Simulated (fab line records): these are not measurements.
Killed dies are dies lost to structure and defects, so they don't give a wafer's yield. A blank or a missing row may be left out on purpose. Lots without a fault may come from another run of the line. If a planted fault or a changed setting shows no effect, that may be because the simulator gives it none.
fab line records + flow n5Finfet
record:
- lots: 6
- wafers: 17
- lastDay: 16
route steps=1938 shown BEOL_M10@1501 PASSIVATION@1936
lots that met no fault: taken from a fault-free run of the same line
startH: the number of hours between the record's first day and the start of the first shown wafer of the lot + waitH: hours since the lot's step before + " the same as in the row above + L1.1+2: several wafers, shown together as one row + - no value, or no start given + * or withheld: withheld + < > ~ a bound
route shown NAME@n: a module of which the file shows steps, and the number in the route of the first + usual: mean/standard deviation of fault-free wafers + same: alike in all rows + chamber/n: place in a boat + sites: the reading at each site + _std_site: the values' standard deviation + _edge_site: mean of outer sites minus mean of inner sites + radiusMm: for every site, how far away it sits from the centre of the wafer + mask NAME#n: copy n + behind: the tool/chamber that last shaped the wafer + hold: why the lot went on hold/how many hours it stayed there/how the hold came to an end + device: the transistor (n, p or np) that didn't switch + end of line: the same wafers' tests at the end of the route + for a step that has no rows: nothing shown but its recipe + killed: not the wafer's yield, but the dies lost to structure and defects at the first sort + map: dies across one wafer; x = killed, . = not, _ = none there
set.NAME: the setting the step ran with; set.NAME@STEP: the setting that earlier step ran with + model.NAME: the simulator's own value behind a step, which no gauge read
lots at selected steps of the route; one table per step, one row per wafer
services: from which hour (startH, from the record's first day; less than 0 if before it) a tool's chamber was out of use, for how many hours, and why
== steps ==
step: N5_BEOL_M10_DEVELOP_27
recipe:
- developTimeS: 30
- developer: TMAH
- resist: CAR-ArF
- rinseLiquid: diw
- dry: airSpin
- devTempC: 23
step: N5_BEOL_M10_CD_MEAS_28
recipe:
- targetCdNm: 70
- landingEnergyEv: 500
- detector: seInlens
- polarity: opening
usual:
- cdNm: 70.4/0.95
| lot.wafer | tool     | chamber | startH | waitH | cdNm |
|-----------|----------|---------|--------|-------|------|
| L338.4    | cdSem-03 | 0       | 220.28 | -     | 70.8 |
| L338.5    | "        | 0       | "      | "     | 72.4 |
| L338.6    | "        | 0       | "      | "     | 70.6 |
| L348.1    | cdSem-02 | 0       | 275.06 | -     | 70.8 |
| L348.4    | "        | 0       | "      | "     | 70.4 |
| L348.5    | "        | 0       | "      | "     | 70.9 |
| L346.2    | cdSem-03 | 0       | 278.83 | -     | 70.1 |
| L346.6    | "        | 0       | "      | "     | 70.1 |
| L351.2    | cdSem-02 | 0       | 301.80 | -     | 72.1 |
| L351.3    | "        | 0       | "      | "     | 71.4 |
| L351.6    | "        | 0       | "      | "     | 69.7 |
| L353.1    | cdSem-03 | 0       | 316.93 | -     | 71.2 |
| L353.2    | "        | 0       | "      | "     | 70.4 |
| L353.4    | "        | 0       | "      | "     | 71.0 |
| L354.2    | cdSem-01 | 0       | 322.49 | -     | 69.9 |
| L354.4    | "        | 0       | "      | "     | 70.6 |
| L354.6    | "        | 0       | "      | "     | 70.8 |
step: N5_BEOL_M10_OVL_MEAS_29
recipe:
- pointsPerWafer: 44
usual:
- V9_OVL: -0.1/0.63
| lot.wafer | tool       | chamber | startH | waitH | V9_OVL[nm] |
|-----------|------------|---------|--------|-------|------------|
| L338.4    | overlay-02 | 0       | 220.31 | 0.0   | 0.8        |
| L338.5    | "          | 0       | "      | "     | 0.3        |
| L338.6    | "          | 0       | "      | "     | 0.2        |
| L348.1    | overlay-01 | 0       | 275.09 | 0.0   | 0.7        |
| L348.4    | "          | 0       | "      | "     | 0.9        |
| L348.5    | "          | 0       | "      | "     | 0.1        |
| L346.2    | overlay-02 | 0       | 278.86 | 0.0   | -0.6       |
| L346.6    | "          | 0       | "      | "     | -0.6       |
| L351.2    | overlay-01 | 0       | 301.83 | 0.0   | -0.9       |
| L351.3    | "          | 0       | "      | "     | -0.3       |
| L351.6    | "          | 0       | "      | "     | 0.3        |
| L353.1    | overlay-01 | 0       | 316.96 | 0.0   | -0.1       |
| L353.2    | "          | 0       | "      | "     | 0.3        |
| L353.4    | "          | 0       | "      | "     | 0.2        |
| L354.2    | overlay-01 | 0       | 322.52 | 0.0   | 1.2        |
| L354.4    | "          | 0       | "      | "     | -0.3       |
| L354.6    | "          | 0       | "      | "     | -0.3       |
step: N5_BEOL_M10_INSPECT_30
recipe:
- mode: adi
- inspectInstrument: brightfield
usual:
- rawDefectCount: 447/100
| lot.wafer | tool             | chamber | startH | waitH | rawDefectCount |
|-----------|------------------|---------|--------|-------|----------------|
| L338.4    | defectInspect-01 | -       | 220.33 | 0.0   | 349            |
| L338.5    | "                | -       | "      | "     | 563            |
| L338.6    | "                | -       | "      | "     | 370            |
| L348.1    | defectInspect-02 | -       | 275.11 | 0.0   | 432            |
| L348.4    | "                | -       | "      | "     | 510            |
| L348.5    | "                | -       | "      | "     | 351            |
| L346.2    | defectInspect-02 | -       | 278.88 | 0.0   | 381            |
| L346.6    | "                | -       | "      | "     | 333            |
| L351.2    | defectInspect-01 | -       | 301.86 | 0.0   | 364            |
| L351.3    | "                | -       | "      | "     | 352            |
| L351.6    | "                | -       | "      | "     | 398            |
| L353.1    | defectInspect-02 | -       | 316.99 | 0.0   | 350            |
| L353.2    | "                | -       | "      | "     | 363            |
| L353.4    | "                | -       | "      | "     | 379            |
| L354.2    | defectInspect-01 | -       | 322.54 | 0.0   | 418            |
| L354.4    | "                | -       | "      | "     | 285            |
| L354.6    | "                | -       | "      | "     | 363            |
step: N5_BEOL_M10_DESCUM_33
recipe:
- chemistry: O2
- timeS: 7.9
- sourcePowerW: 50
- biasPowerW: 20
- pressureMtorr: 20
- rfFrequencyHz: 2.712e+07
- tempC: 40
- resist: CAR-ArF
- o2FlowSccm: 225
step: N5_BEOL_M10_ETCH_65
recipe:
- chemistry: CF4
- target: SiARC
- targetDepthA: 390
- maskMaterial: CAR-ArF
- timeS: 65
- ionEnergyEv: 80
- pressureMtorr: 40
- sourceW: 545
- biasW: 36
- Ar_flow_sccm: 100
- cf4FlowSccm: 100
- ends: cleared
usual:
- drypumpMotorCurrentA: 5.60/0.29
- etchRfOnTimeS: 65.7/2
- oesProductAu: 0.69/0.068
- rfVppV: 183.8/1.1
- showerheadPlenumPTorr: 2.11/0.062
- throttleValvePct: 15.57/0.22
| lot.wafer | tool       | chamber | startH | waitH | drypumpMotorCurrentA | etchRfOnTimeS | oesProductAu | rfHoursCounterH | rfVppV | showerheadPlenumPTorr | throttleValvePct |
|-----------|------------|---------|--------|-------|----------------------|---------------|--------------|-----------------|--------|-----------------------|------------------|
| L338.4    | rieDiel-03 | 1       | 220.43 | 0.0   | 5.23                 | 67.5          | 0.66         | -               | 183.0  | 2.06                  | 15.51            |
| L338.5    | "          | 3       | "      | "     | 5.84                 | 68.5          | 0.61         | -               | 182.8  | 2.11                  | 15.53            |
| L338.6    | "          | 2       | "      | "     | 5.69                 | 68.0          | 0.72         | -               | 184.6  | 2.18                  | 15.46            |
| L348.1    | rieDiel-03 | 1       | 275.57 | 0.0   | 5.22                 | 66.2          | 0.65         | 153             | 183.4  | 2.05                  | 15.56            |
| L348.4    | "          | 2       | "      | "     | 5.70                 | 66.8          | 0.71         | 81              | 183.6  | 2.17                  | 15.50            |
| L348.5    | "          | 1       | "      | "     | 5.21                 | 65.4          | 0.66         | -               | 184.6  | 2.05                  | 15.56            |
| L346.2    | rieDiel-03 | 2       | 278.95 | 0.0   | 5.71                 | 67.1          | 0.71         | 82              | 184.6  | 2.17                  | 15.49            |
| L346.6    | "          | 0       | "      | "     | 5.09                 | 63.0          | 0.79         | -               | 185.6  | 2.19                  | 15.16            |
| L351.2    | rieDiel-06 | 0       | 302.29 | 0.0   | 6.01                 | 67.9          | 0.68         | 79              | 185.1  | 2.07                  | 15.40            |
| L351.3    | "          | 1       | "      | "     | 5.40                 | 64.4          | 0.72         | 77              | 184.5  | 2.16                  | 15.53            |
| L351.6    | "          | 0       | "      | "     | 6.05                 | 68.2          | 0.68         | -               | 183.3  | 2.07                  | 15.42            |
| L353.1    | rieDiel-02 | 1       | 317.06 | 0.0   | 5.22                 | 65.8          | 0.61         | 180             | 180.9  | 2.06                  | 16.14            |
| L353.2    | "          | 2       | "      | "     | 5.69                 | 62.7          | 0.79         | 9               | 184.3  | 2.10                  | 15.40            |
| L353.4    | "          | 1       | "      | "     | 5.23                 | 66.1          | 0.61         | -               | 183.4  | 2.06                  | 16.13            |
| L354.2    | rieDiel-06 | 1       | 322.61 | 0.0   | 5.42                 | 64.3          | 0.71         | 87              | 183.8  | 2.16                  | 15.54            |
| L354.4    | "          | 0       | "      | "     | 5.99                 | 68.7          | 0.67         | -               | 183.7  | 2.06                  | 15.42            |
| L354.6    | "          | 2       | "      | "     | 5.52                 | 63.3          | 0.69         | -               | 184.0  | 2.16                  | 15.61            |
step: N5_BEOL_M10_ETCH_66
recipe:
- chemistry: N2/H2
- target: SOC
- targetDepthA: 1200
- overetchA: 240
- maskMaterial: SiARC
- tempC: 40
- timeS: 180
- ionEnergyEv: 200
- pressureMtorr: 30
- sourceW: 840
- biasW: 150
- n2FlowSccm: 200
- h2FlowSccm: 200
usual:
- drypumpMotorCurrentA: 5.62/0.29
- oesProductAu: 0.65/0.059
- rfVppV: 523.1/2.4
- showerheadPlenumPTorr: 2.51/0.082
- throttleValvePct: 17.80/0.29
| lot.wafer | tool       | chamber | startH | waitH | drypumpMotorCurrentA | oesProductAu | rfHoursCounterH | rfVppV | showerheadPlenumPTorr | throttleValvePct |
|-----------|------------|---------|--------|-------|----------------------|--------------|-----------------|--------|-----------------------|------------------|
| L338.4    | rieDiel-03 | 1       | 220.51 | 0.1   | 5.23                 | 0.64         | -               | 521.1  | 2.41                  | 17.53            |
| L338.5    | "          | 3       | "      | "     | 5.93                 | 0.59         | -               | 525.2  | 2.52                  | 17.78            |
| L338.6    | "          | 2       | "      | "     | 5.72                 | 0.70         | -               | 525.5  | 2.56                  | 17.49            |
| L348.1    | rieDiel-03 | 1       | 275.62 | 0.0   | 5.23                 | 0.62         | 153             | 522.7  | 2.41                  | 17.55            |
| L348.4    | "          | 2       | "      | "     | 5.72                 | 0.69         | 81              | 524.9  | 2.55                  | 17.49            |
| L348.5    | "          | 1       | "      | "     | 5.24                 | 0.62         | -               | 522.0  | 2.41                  | 17.56            |
| L346.2    | rieDiel-03 | 2       | 279.00 | 0.0   | 5.71                 | 0.68         | 82              | 525.0  | 2.55                  | 17.51            |
| L346.6    | "          | 0       | "      | "     | 5.08                 | 0.73         | -               | 524.8  | 2.61                  | 17.36            |
| L351.2    | rieDiel-06 | 0       | 302.34 | 0.0   | 6.06                 | 0.66         | 79              | 521.3  | 2.45                  | 17.55            |
| L351.3    | "          | 1       | "      | "     | 5.42                 | 0.67         | 77              | 523.6  | 2.58                  | 17.72            |
| L351.6    | "          | 0       | "      | "     | 6.05                 | 0.66         | -               | 521.1  | 2.45                  | 17.55            |
| L353.1    | rieDiel-02 | 1       | 317.11 | 0.0   | 5.21                 | 0.58         | 180             | 520.8  | 2.43                  | 18.38            |
| L353.2    | "          | 2       | "      | "     | 5.69                 | 0.73         | 9               | 523.4  | 2.49                  | 17.71            |
| L353.4    | "          | 1       | "      | "     | 5.21                 | 0.58         | -               | 519.5  | 2.43                  | 18.36            |
| L354.2    | rieDiel-06 | 1       | 322.66 | 0.0   | 5.43                 | 0.66         | 87              | 524.5  | 2.58                  | 17.75            |
| L354.4    | "          | 0       | "      | "     | 6.04                 | 0.66         | -               | 521.7  | 2.45                  | 17.56            |
| L354.6    | "          | 2       | "      | "     | 5.55                 | 0.65         | -               | 524.3  | 2.57                  | 18.09            |
step: N5_BEOL_M10_STRIP_69
recipe:
- chemistry: N2/H2
- tempC: 40
- n2FlowSccm: 200
- h2FlowSccm: 200
- rfFrequencyHz: 6e+07
step: N5_BEOL_M10_VIA_ETCH_34
recipe:
- chemistry: C4F6/O2
- target: SiCOH_lowk
- targetDepthA: 1845
- maskMaterial: SOC
- taperDeg: 4
- timeS: 69.2
- ionEnergyEv: 250
- pressureMtorr: 30
- sourceW: 345
- biasW: 185
- Ar_flow_sccm: 300
- C4F6_flow_sccm: 10
- O2_flow_sccm: 10
step: N5_BEOL_M10_STRIP_73
recipe:
- chemistry: C4F6/O2
- resist: SiARC
- rfFrequencyHz: 6e+07
step: N5_BEOL_M10_STRIP_36
recipe:
- chemistry: N2/H2
- powerW: 450
- tempC: 40
- pressureMtorr: 20
- rfFrequencyHz: 6e+07
- overashFraction: 0.3
- biasPowerW: 7
- h2Frac: 0.5
- n2FlowSccm: 200
- h2FlowSccm: 200
usual:
- drypumpMotorCurrentA: 5.61/0.29
- oesProductAu: 0.80/0.079
- rfVppV: 59.0/1.9
- showerheadPlenumPTorr: 2.51/0.082
- throttleValvePct: 23.6/0.43
| lot.wafer | tool       | chamber | startH | waitH | drypumpMotorCurrentA | oesProductAu | rfHoursCounterH | rfVppV | showerheadPlenumPTorr | throttleValvePct |
|-----------|------------|---------|--------|-------|----------------------|--------------|-----------------|--------|-----------------------|------------------|
| L338.4    | rieDiel-03 | 1       | 220.66 | 0.0   | 5.21                 | 0.77         | -               | 56.3   | 2.41                  | 23.1             |
| L338.5    | "          | 3       | "      | "     | 5.87                 | 0.73         | -               | 57.4   | 2.52                  | 23.6             |
| L338.6    | "          | 2       | "      | "     | 5.70                 | 0.88         | -               | 56.5   | 2.55                  | 23.2             |
| L348.1    | rieDiel-03 | 1       | 275.80 | 0.0   | 5.24                 | 0.75         | 153             | 55.6   | 2.40                  | 23.1             |
| L348.4    | "          | 2       | "      | "     | 5.70                 | 0.86         | 81              | 58.9   | 2.55                  | 23.3             |
| L348.5    | "          | 1       | "      | "     | 5.22                 | 0.76         | -               | 57.9   | 2.40                  | 23.2             |
| L346.2    | rieDiel-03 | 2       | 279.19 | 0.0   | 5.71                 | 0.86         | 82              | 58.4   | 2.55                  | 23.3             |
| L346.6    | "          | 0       | "      | "     | 5.10                 | 0.90         | -               | 59.3   | 2.61                  | 23.2             |
| L351.2    | rieDiel-06 | 0       | 302.53 | 0.0   | 6.04                 | 0.79         | 79              | 57.3   | 2.45                  | 23.3             |
| L351.3    | "          | 1       | "      | "     | 5.42                 | 0.82         | 77              | 59.5   | 2.58                  | 23.5             |
| L351.6    | "          | 0       | "      | "     | 6.10                 | 0.81         | -               | 59.2   | 2.45                  | 23.3             |
| L353.1    | rieDiel-02 | 1       | 317.29 | 0.0   | 5.21                 | 0.72         | 180             | 58.1   | 2.43                  | 24.2             |
| L353.2    | "          | 2       | "      | "     | 5.67                 | 0.91         | 9               | 63.1   | 2.49                  | 23.8             |
| L353.4    | "          | 1       | "      | "     | 5.24                 | 0.71         | -               | 55.9   | 2.43                  | 24.2             |
| L354.2    | rieDiel-06 | 1       | 322.85 | 0.0   | 5.41                 | 0.80         | 87              | 60.0   | 2.57                  | 23.5             |
| L354.4    | "          | 0       | "      | "     | 6.01                 | 0.79         | -               | 59.4   | 2.45                  | 23.3             |
| L354.6    | "          | 2       | "      | "     | 5.58                 | 0.79         | -               | 57.8   | 2.57                  | 24.3             |
step: N5_BEOL_M10_TRENCH_ETCH_37
recipe:
- chemistry: C4F6/O2
- targetDepthA: 1488.3
- target: SiCOH_lowk
- timeS: 48
- ionEnergyEv: 250
- pressureMtorr: 30
- sourceW: 345
- biasW: 185
- Ar_flow_sccm: 300
- C4F6_flow_sccm: 10
- O2_flow_sccm: 10
usual:
- C4F6_flow_sccm: 10.00/0.03
- drypumpMotorCurrentA: 5.61/0.29
- oesProductAu: 0.80/0.078
- rfVppV: 665/19
- showerheadPlenumPTorr: 2.80/0.085
- throttleValvePct: 20.85/0.26
| lot.wafer | tool       | chamber | startH | waitH | C4F6_flow_sccm | drypumpMotorCurrentA | oesProductAu | rfHoursCounterH | rfVppV | showerheadPlenumPTorr | throttleValvePct |
|-----------|------------|---------|--------|-------|----------------|----------------------|--------------|-----------------|--------|-----------------------|------------------|
| L338.4    | rieDiel-03 | 1       | -      | -     | 9.97           | 5.22                 | 0.78         | -               | 681    | 2.72                  | 20.71            |
| L338.5    | "          | 3       | "      | "     | 9.97           | 5.88                 | 0.72         | -               | 651    | 2.81                  | 20.79            |
| L338.6    | "          | 2       | "      | "     | 10.00          | 5.71                 | 0.87         | -               | 691    | 2.89                  | 20.77            |
| L348.1    | rieDiel-03 | 1       | -      | -     | 10.02          | 5.22                 | 0.77         | 153             | 679    | 2.71                  | 20.73            |
| L348.4    | "          | 2       | "      | "     | 9.96           | 5.74                 | 0.84         | 81              | 692    | 2.88                  | 20.80            |
| L348.5    | "          | 1       | "      | "     | 10.02          | 5.23                 | 0.76         | -               | 680    | 2.71                  | 20.73            |
| L346.2    | rieDiel-03 | 2       | -      | -     | 10.03          | 5.71                 | 0.84         | 82              | 692    | 2.88                  | 20.80            |
| L346.6    | "          | 0       | "      | "     | 9.95           | 5.09                 | 0.90         | -               | 676    | 2.92                  | 20.53            |
| L351.2    | rieDiel-06 | 0       | -      | -     | 9.95           | 5.97                 | 0.80         | 79              | 666    | 2.73                  | 20.57            |
| L351.3    | "          | 1       | "      | "     | 9.97           | 5.41                 | 0.85         | 77              | 662    | 2.88                  | 20.88            |
| L351.6    | "          | 0       | "      | "     | 9.98           | 6.03                 | 0.80         | -               | 664    | 2.73                  | 20.57            |
| L353.1    | rieDiel-02 | 1       | -      | -     | 10.02          | 5.25                 | 0.72         | 180             | 687    | 2.76                  | 21.66            |
| L353.2    | "          | 2       | "      | "     | 9.97           | 5.71                 | 0.93         | 9               | 651    | 2.76                  | 20.63            |
| L353.4    | "          | 1       | "      | "     | 9.99           | 5.19                 | 0.71         | -               | 687    | 2.76                  | 21.67            |
| L354.2    | rieDiel-06 | 1       | -      | -     | 9.99           | 5.43                 | 0.82         | 87              | 660    | 2.88                  | 20.89            |
| L354.4    | "          | 0       | "      | "     | 9.99           | 6.04                 | 0.79         | -               | 664    | 2.72                  | 20.59            |
| L354.6    | "          | 2       | "      | "     | 10.00          | 5.54                 | 0.80         | -               | 648    | 2.86                  | 20.97            |
step: N5_BEOL_M10_ETCH_41
recipe:
- chemistry: CH3F/O2
- target: SiCN
- targetDepthA: 426
- taperDeg: 2
- timeS: 86
- ionEnergyEv: 120
- maskMaterial: TiN
- pressureMtorr: 30
- sourceW: 395
- biasW: 75
- Ar_flow_sccm: 150
- CH3F_flow_sccm: 30
- O2_flow_sccm: 20
usual:
- CH3F_flow_sccm: 29.99/0.085
- drypumpMotorCurrentA: 5.61/0.29
- oesProductAu: 0.80/0.077
- rfVppV: 296.8/1.4
- showerheadPlenumPTorr: 1.97/0.061
- throttleValvePct: 16.26/0.24
| lot.wafer | tool       | chamber | startH | waitH | CH3F_flow_sccm | drypumpMotorCurrentA | oesProductAu | rfHoursCounterH | rfVppV | showerheadPlenumPTorr | throttleValvePct | model.etch.depthNm |
|-----------|------------|---------|--------|-------|----------------|----------------------|--------------|-----------------|--------|-----------------------|------------------|--------------------|
| L338.4    | rieDiel-03 | 1       | 220.75 | -     | 29.86          | 5.22                 | 0.78         | -               | 295.3  | 1.91                  | 16.16            | 32.07              |
| L338.5    | "          | 3       | "      | "     | 29.98          | 5.91                 | 0.72         | -               | 297.2  | 1.97                  | 16.23            | 32.11              |
| L338.6    | "          | 2       | "      | "     | 29.90          | 5.70                 | 0.87         | -               | 297.3  | 2.03                  | 16.18            | 32.87              |
| L348.1    | rieDiel-03 | 1       | 275.88 | -     | 29.98          | 5.23                 | 0.76         | 153             | 296.6  | 1.90                  | 16.21            | 32.03              |
| L348.4    | "          | 2       | "      | "     | 29.95          | 5.71                 | 1.08         | 81              | 297.5  | 2.03                  | 16.20            | 46.99              |
| L348.5    | "          | 1       | "      | "     | 29.97          | 5.23                 | 0.76         | -               | 295.8  | 1.90                  | 16.22            | 31.93              |
| L346.2    | rieDiel-03 | 2       | 279.27 | -     | 29.94          | 5.70                 | 0.84         | 82              | 298.2  | 2.03                  | 16.20            | 32.12              |
| L346.6    | "          | 0       | "      | "     | 30.01          | 5.09                 | 1.17         | -               | 298.8  | 2.05                  | 15.87            | 48.3               |
| L351.2    | rieDiel-06 | 0       | 302.61 | -     | 30.00          | 6.04                 | 0.80         | 79              | 295.7  | 1.92                  | 16.07            | 31.09              |
| L351.3    | "          | 1       | "      | "     | 29.99          | 5.40                 | 0.82         | 77              | 297.9  | 2.02                  | 16.27            | 32.32              |
| L351.6    | "          | 0       | "      | "     | 29.92          | 6.05                 | 0.80         | -               | 295.6  | 1.92                  | 16.06            | 31.14              |
| L353.1    | rieDiel-02 | 1       | 317.37 | -     | 30.22          | 5.20                 | 0.72         | 180             | 295.6  | 1.93                  | 16.94            | 32.34              |
| L353.2    | "          | 2       | "      | "     | 30.08          | 5.67                 | 0.91         | 9               | 295.3  | 1.94                  | 16.00            | 32.75              |
| L353.4    | "          | 1       | "      | "     | 30.03          | 5.22                 | 0.72         | -               | 294.8  | 1.93                  | 16.92            | 32.52              |
| L354.2    | rieDiel-06 | 1       | 322.93 | -     | 29.91          | 5.41                 | 0.82         | 87              | 297.4  | 2.02                  | 16.28            | 32.75              |
| L354.4    | "          | 0       | "      | "     | 29.88          | 6.05                 | 0.80         | -               | 295.3  | 1.92                  | 16.08            | 31.24              |
| L354.6    | "          | 2       | "      | "     | 29.96          | 5.54                 | 0.80         | -               | 296.6  | 2.01                  | 16.31            | 32.74              |
step: N5_BEOL_M10_STRIP_77
recipe:
- chemistry: N2/H2
- timeS: 10
- powerW: 450
- tempC: 40
- pressureMtorr: 20
- rfFrequencyHz: 6e+07
- biasPowerW: 7
- n2FlowSccm: 200
- h2FlowSccm: 200
usual:
- drypumpMotorCurrentA: 5.61/0.29
- oesProductAu: 0.80/0.077
- rfVppV: 59.1/0.84
- showerheadPlenumPTorr: 2.51/0.082
- throttleValvePct: 23.6/0.43
| lot.wafer | tool       | chamber | startH | waitH | drypumpMotorCurrentA | oesProductAu | rfHoursCounterH | rfVppV | showerheadPlenumPTorr | throttleValvePct |
|-----------|------------|---------|--------|-------|----------------------|--------------|-----------------|--------|-----------------------|------------------|
| L338.4    | rieDiel-03 | 1       | -      | -     | 5.24                 | 0.78         | -               | 59.1   | 2.41                  | 23.1             |
| L338.5    | "          | 3       | "      | "     | 5.87                 | 0.73         | -               | 59.0   | 2.52                  | 23.6             |
| L338.6    | "          | 2       | "      | "     | 5.71                 | 0.88         | -               | 59.1   | 2.55                  | 23.3             |
| L348.1    | rieDiel-03 | 1       | -      | -     | 5.23                 | 0.76         | 153             | 59.7   | 2.40                  | 23.2             |
| L348.4    | "          | 2       | "      | "     | 5.70                 | 0.85         | 81              | 60.0   | 2.55                  | 23.3             |
| L348.5    | "          | 1       | "      | "     | 5.23                 | 0.75         | -               | 59.2   | 2.40                  | 23.2             |
| L346.2    | rieDiel-03 | 2       | -      | -     | 5.73                 | 0.85         | 82              | 58.8   | 2.55                  | 23.3             |
| L346.6    | "          | 0       | "      | "     | 5.12                 | 0.91         | -               | 59.2   | 2.60                  | 23.1             |
| L351.2    | rieDiel-06 | 0       | -      | -     | 6.04                 | 0.80         | 79              | 60.6   | 2.45                  | 23.3             |
| L351.3    | "          | 1       | "      | "     | 5.41                 | 0.82         | 77              | 60.2   | 2.58                  | 23.5             |
| L351.6    | "          | 0       | "      | "     | 6.04                 | 0.80         | -               | 57.0   | 2.45                  | 23.2             |
| L353.1    | rieDiel-02 | 1       | -      | -     | 5.25                 | 0.71         | 180             | 60.6   | 2.43                  | 24.2             |
| L353.2    | "          | 2       | "      | "     | 5.70                 | 0.91         | 9               | 58.3   | 2.49                  | 23.8             |
| L353.4    | "          | 1       | "      | "     | 5.23                 | 0.71         | -               | 58.2   | 2.43                  | 24.2             |
| L354.2    | rieDiel-06 | 1       | -      | -     | 5.41                 | 0.82         | 87              | 60.7   | 2.57                  | 23.5             |
| L354.4    | "          | 0       | "      | "     | 6.02                 | 0.80         | -               | 58.4   | 2.45                  | 23.3             |
| L354.6    | "          | 2       | "      | "     | 5.53                 | 0.80         | -               | 58.2   | 2.57                  | 24.3             |
step: N5_PASSIVATION_PROBE_49
usual:
- defectLimitedYield: 91.4/1.4
- killed_at_M0_to_M3: 34/8.9
- killed_at_M4_up: 13/4.6
- killedAtContacts: 12/5.5
- killedAtFrontEnd: 41/11
- killedAtOther: 3.1/2.9
- killedDies: 102/16
- killedOpen: 66/11
- killedShort: 34/7.6
- sort_bin_4_leakage: 0.01/0.14
- sort_bin_5_function: 5.1/0.89
- sort_bin_6_memory: 3.2/0.61
- sortNPass: 1078/16
- sortYieldPct: 91.3/1.4
same:
- grossDies: 1180
- killedAtBackSide: 0
- sort_bin_8_speed[%]: 0
| lot.wafer | tool      | chamber | startH | waitH | defectLimitedYield[%] | killed_at_M0_to_M3 | killed_at_M4_up | killedAtContacts | killedAtFrontEnd | killedAtOther | killedDies | killedOpen | killedShort | sort_bin_4_leakage[%] | sort_bin_5_function[%] | sort_bin_6_memory[%] | sortNPass | sortYieldPct[%] |
|-----------|-----------|---------|--------|-------|-----------------------|--------------------|-----------------|------------------|------------------|---------------|------------|------------|-------------|-----------------------|------------------------|----------------------|-----------|-----------------|
| L348.1    | prober-01 | -       | 326.36 | 0.0   | 93.2                  | 30                 | 8               | 7                | 34               | 1             | 80         | 54         | 26          | 0                     | 4.1                    | 2.7                  | 1100      | 93.2            |
| L348.4    | prober-01 | -       | 326.51 | 0.2   | 89.8                  | 42                 | 5               | 9                | 63               | 1             | 120        | 76         | 44          | 0                     | 5.2                    | 4.5                  | 1060      | 89.8            |
| L348.5    | prober-01 | -       | 326.56 | 0.2   | 93.1                  | 33                 | 8               | 8                | 32               | 0             | 81         | 54         | 27          | 0                     | 3.8                    | 3.0                  | 1099      | 93.1            |
killed by level:class
L348.1 STI_FIN_REVEAL:geometricParticle:open=10 BEOL_M0_SAQP:geometricParticle:open=9 BEOL_M0_SAQP:geometricParticle:short=7 MOL_CONTACT_COAG:geometricParticle:open=6 BEOL_M2:geometricParticle:open=5 FIN_SAQP:geometricParticle:short=4 DUMMY_GATE:geometricParticle:open=4 FIN_SAQP:geometricParticle:open=3
L348.4 FIN_SAQP:geometricParticle:open=18 STI_FIN_REVEAL:geometricParticle:open=12 BEOL_M2:geometricParticle:open=11 BEOL_M0_SAQP:geometricParticle:short=10 BEOL_M0_SAQP:geometricParticle:open=9 FIN_SAQP:geometricParticle:short=6 MOL_CONTACT_COAG:geometricParticle:open=6 BEOL_M0:geometricParticle:open=6
L348.5 BEOL_M0_SAQP:geometricParticle:short=9 BEOL_M0_SAQP:geometricParticle:open=8 FIN_SAQP:geometricParticle:open=7 MOL_CONTACT_COAG:geometricParticle:open=7 STI_FIN_REVEAL:geometricParticle:open=6 BEOL_M2:geometricParticle:open=5 GATE_CUT:geometricParticle:short=5 BEOL_M4:geometricParticle:open=5
== services ==
| tool       | chamber | startH | hours | kind                         |
|------------|---------|--------|-------|------------------------------|
| rieDiel-02 | -       | 198.01 | 0.6   | repair                       |
| rieDiel-02 | 1       | 204.08 | 6.8   | repair                       |
| rieDiel-03 | 0       | 211.06 | -     | clean                        |
| rieDiel-03 | 0       | 211.06 | -     | consumableReplace:focusRing  |
| rieDiel-03 | 0       | 211.06 | 26.7  | scheduledDown                |
| rieDiel-03 | 0       | 211.06 | 26.7  | ventCycle                    |
| rieDiel-02 | -       | 223.96 | 2.3   | repair                       |
| rieDiel-03 | 2       | 228.06 | 8.4   | repair                       |
| rieDiel-06 | 2       | 235.93 | 8.0   | repair                       |
| rieDiel-02 | 0       | 246.25 | 4.4   | repair                       |
| rieDiel-06 | 3       | 253.06 | 2.6   | repair                       |
| rieDiel-02 | 2       | 277.61 | -     | clean                        |
| rieDiel-02 | 2       | 277.61 | -     | consumableReplace:focusRing  |
| rieDiel-02 | 2       | 277.61 | 20.2  | scheduledDown                |
| rieDiel-02 | 2       | 277.61 | 20.2  | ventCycle                    |
| rieDiel-06 | 3       | 286.58 | -     | clean                        |
| rieDiel-06 | 3       | 286.58 | -     | consumableReplace:focusRing  |
| rieDiel-06 | 3       | 286.58 | -     | consumableReplace:showerhead |
| rieDiel-06 | 3       | 286.58 | 22.1  | scheduledDown                |
| rieDiel-06 | 3       | 286.58 | 22.1  | ventCycle                    |
| rieDiel-02 | 0       | 300.60 | -     | clean                        |
| rieDiel-02 | 0       | 300.60 | -     | consumableReplace:focusRing  |
| rieDiel-03 | -       | 308.90 | 0.2   | repair                       |
| rieDiel-06 | 3       | 322.17 | 1.7   | repair                       |
== key ==
firstSign:
- step: N5_BEOL_M10_ETCH_41
- reading: oesProductAu
- direction: up
- sigmas: 4.2
- usual: 0.80
- struck: 1.13
effect none on later readings
modelEffect:
- step: N5_BEOL_M10_ETCH_41
- value: etch.depthNm
- without: 32.56
- struck: 47.64
metAt N5_BEOL_M10_ETCH_41
struckWafers L346.6,L348.4
onsetBetween 220.75 275.88
fault:
- kind: processParameterDrift
- tool: rieDiel-03
- chamber: -
- onsetH: 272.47
- steps: N5_BEOL_M10_ETCH_41
- channel: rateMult
- offset: 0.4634
- shape: step
- endH: 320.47
- scope: struckWafersOnly
